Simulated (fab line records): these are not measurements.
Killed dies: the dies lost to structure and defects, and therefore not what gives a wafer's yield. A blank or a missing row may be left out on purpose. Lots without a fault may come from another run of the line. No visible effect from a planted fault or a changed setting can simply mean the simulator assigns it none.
Chamber matching	flow n5-finfet	N5_HKMG_FIN_STRIP_89 on rie-diel-01: 4 sister chambers
The step strips SOC in N2/H2, time 20 s. 4 wafers are shown with their chamber, then 7 later ones without.

## WAFERS, EACH WITH ITS CHAMBER
wafer	chamber	showerhead-plenum-p-Torr (Torr)
L078.3	0	3.43
L080.2	3	3.54
L082.1	1	3.22
L082.2	2	3.20

## WAFERS WITHOUT THEIR CHAMBER
wafer	showerhead-plenum-p-Torr (Torr)
L082.6	3.54
L092.2	3.21
L092.4	3.60
L092.5	3.53
L094.2	3.21
L094.4	3.59
L094.6	3.21

## CHAMBER TAKEN BY EACH
wafer	from the rows above	in truth
L082.6	3	3
L092.2	can't be placed: 2 or 1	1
L092.4	3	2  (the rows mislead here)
L092.5	3	3
L094.2	can't be placed: 2 or 1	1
L094.4	3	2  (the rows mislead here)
L094.6	can't be placed: 2 or 1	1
Correct placement for 2 of the 7. Cannot be placed on the basis of these rows: 3; the candidates contain the true chamber in 3. Placed wrongly: 2.
How it was worked out, from the rows above alone: a wafer's distance from a chamber is the root of the sum, over the readings, of the square of ((its reading less the chamber's mean) divided by the reading's scatter). The wafer belongs to the nearest chamber; if the next one is less than 2 further off, it can't be placed. A chamber's mean is the mean of its shown wafers. The scatter: root of mean squared gap, hidden wafer to nearest shown wafer, with one shown wafer a chamber.
